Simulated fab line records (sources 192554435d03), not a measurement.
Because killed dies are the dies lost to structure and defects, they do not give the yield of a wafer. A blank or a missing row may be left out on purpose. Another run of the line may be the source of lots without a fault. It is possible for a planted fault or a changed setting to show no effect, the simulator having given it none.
Which of the tools did it? :: flow n5-finfet :: 33 wafers from 11 lots sampled at 4 of the route's 1938 steps

## WHAT THE GAUGES READ, wafer by wafer
N5_MIM_TOP_LITHO_OVL_MEAS_11.
lot: L510
measured: day 11 22:17
on: overlay-01
MIM_TOP_OVL (nm): -2 0 -7

lot: L514
measured: day 13 10:14
on: overlay-02
MIM_TOP_OVL (nm): 5 2 3

lot: L515
measured: day 13 21:59
on: overlay-01
MIM_TOP_OVL (nm): -3 9 -1

lot: L516
measured: day 14 08:56
on: overlay-02
MIM_TOP_OVL (nm): -1 10 5

lot: L517
measured: day 14 13:35
on: overlay-01
MIM_TOP_OVL (nm): 7 1 -7

lot: L518
measured: day 14 16:08
on: overlay-02
MIM_TOP_OVL (nm): 3 3 -1

lot: L521
measured: day 15 08:28
on: overlay-01
MIM_TOP_OVL (nm): 9 3 12

lot: L519
measured: day 15 08:37
on: overlay-01
MIM_TOP_OVL (nm): 6 6 2

lot: L530
measured: day 17 09:41
on: overlay-02
MIM_TOP_OVL (nm): 6 -7 7

lot: L532
measured: day 18 06:49
on: overlay-02
MIM_TOP_OVL (nm): -1 1 6

lot: L533
measured: day 18 09:26
on: overlay-02
MIM_TOP_OVL (nm): 4 6 9

N5_MIM_BOT_LITHO_CD_MEAS_08: target cd 3000 nm.
lot: L510
measured: day 11 23:10
on: cd-sem-02
cd-nm (nm): 2998.4 2994.1 2999.3

lot: L514
measured: day 13 10:57
on: cd-sem-01
cd-nm (nm): 3001.4 2997.7 2997.6

lot: L515
measured: day 13 22:43
on: cd-sem-02
cd-nm (nm): 2997.7 3002.3 2999.1

lot: L516
measured: day 14 09:38
on: cd-sem-02
cd-nm (nm): 3001.1 3002.1 3001.6

lot: L517
measured: day 14 14:43
on: cd-sem-02
cd-nm (nm): 2998.3 2998.4 2995.7

lot: L518
measured: day 14 17:17
on: cd-sem-02
cd-nm (nm): 2997.1 2982.8 2984.6

lot: L521
measured: day 15 09:43
on: cd-sem-03
cd-nm (nm): 3001.1 2983.8 2986.4

lot: L519
measured: day 15 09:32
on: cd-sem-02
cd-nm (nm): 2979.1 3001.3 2983.3

lot: L530
measured: day 17 10:28
on: cd-sem-03
cd-nm (nm): 2997.7 3002.7 2998.7

lot: L532
measured: day 18 07:38
on: cd-sem-03
cd-nm (nm): 2997.5 3001.7 3002.2

lot: L533
measured: day 18 10:11
on: cd-sem-02
cd-nm (nm): 3000.4 3002.2 2999.9

N5_MIM_BOT_LITHO_INSPECT_12: inspects for defects (macro).
lot: L510
measured: day 11 23:14
on: defect-inspect-01
raw-defect-count: 2 3 4

lot: L514
measured: day 13 11:00
on: defect-inspect-02
raw-defect-count: 4 1 3

lot: L515
measured: day 13 22:46
on: defect-inspect-01
raw-defect-count: 6 4 2

lot: L516
measured: day 14 09:41
on: defect-inspect-01
raw-defect-count: 4 2 1

lot: L517
measured: day 14 14:46
on: defect-inspect-01
raw-defect-count: 3 3 0

lot: L518
measured: day 14 17:20
on: defect-inspect-01
raw-defect-count: 2 2 5

lot: L521
measured: day 15 09:46
on: defect-inspect-01
raw-defect-count: 0 2 6

lot: L519
measured: day 15 09:35
on: defect-inspect-02
raw-defect-count: 6 3 5

lot: L530
measured: day 17 10:31
on: defect-inspect-01
raw-defect-count: 3 0 1

lot: L532
measured: day 18 07:41
on: defect-inspect-02
raw-defect-count: 3 4 3

lot: L533
measured: day 18 10:14
on: defect-inspect-01
raw-defect-count: 1 1 1

## WHICH TOOL RAN EACH LOT (tool, then ch and the chambers of the sampled wafers, then the start)
lot: L510
N5_MIM_BOT_LITHO_PEB_06: litho-track-03 ch 0, day 11 23:03

lot: L514
N5_MIM_BOT_LITHO_PEB_06: litho-track-05 ch 0, day 13 10:50

lot: L515
N5_MIM_BOT_LITHO_PEB_06: litho-track-05 ch 0, day 13 22:35

lot: L516
N5_MIM_BOT_LITHO_PEB_06: litho-track-03 ch 0, day 14 09:31

lot: L517
N5_MIM_BOT_LITHO_PEB_06: litho-track-03 ch 0, day 14 14:36

lot: L518
N5_MIM_BOT_LITHO_PEB_06: litho-track-03 ch 0, day 14 17:10

lot: L521
N5_MIM_BOT_LITHO_PEB_06: litho-track-03 ch 0, day 15 09:35

lot: L519
N5_MIM_BOT_LITHO_PEB_06: litho-track-03 ch 0, day 15 09:25

lot: L530
N5_MIM_BOT_LITHO_PEB_06: litho-track-05 ch 0, day 17 10:20

lot: L532
N5_MIM_BOT_LITHO_PEB_06: litho-track-05 ch 0, day 18 07:31

lot: L533
N5_MIM_BOT_LITHO_PEB_06: litho-track-05 ch 0, day 18 10:04
- N5_MIM_BOT_LITHO_PEB_06

## AS READ BY THE TOOLS THEMSELVES (means over the sampled wafers that have a number; for cases with no such wafer, the mark the record gives instead)
The record holds no such reading with a usual standard deviation.

## THE ANSWER, worked out from the rows above alone
Rule: what is usual is taken from the lots themselves. Put in order of their means at a reading, lots are off if they are a third of the lots or fewer, leave a main group of 4 or more, and stand apart from it by a gap of 3 or more times the standard deviation of the main group's means; of several such gaps the widest counts. If all means in a main group match to the digits the tables above print for the reading, that group is not used. Also off: a lot with no number at a reading for which 4 or more lots have one. All remaining lots with rows at the step are treated as sound. After the gauges, taken in route order, come the tools' own readings; for these a lot's mean is taken, as printed above. The first step at which some lot is off is used, and at that step the reading that is off furthest; a lot without a number counts as furthest.
Off: L518, L521, L519, at N5_MIM_BOT_LITHO_CD_MEAS_08 (cd-nm). The main group: mean 2999.5 nm, standard deviation 1.4.
If a tool, at a process step before that reading, ran all the lots that are off and no sound lot after the first of them, it fits. Those tools and the gauges at N5_MIM_BOT_LITHO_CD_MEAS_08 are tried in the same way. One fits: N5_MIM_BOT_LITHO_PEB_06 on litho-track-03. Its last sound lot is L517 (day 14 14:36), its first lot that is off L518 (day 14 17:10): a fault that began between those two fits.

## WHAT THE SIMULATOR PUT IN
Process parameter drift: litho-track-03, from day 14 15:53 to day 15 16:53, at N5_MIM_BOT_LITHO_PEB_06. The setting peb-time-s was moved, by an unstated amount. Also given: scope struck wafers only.
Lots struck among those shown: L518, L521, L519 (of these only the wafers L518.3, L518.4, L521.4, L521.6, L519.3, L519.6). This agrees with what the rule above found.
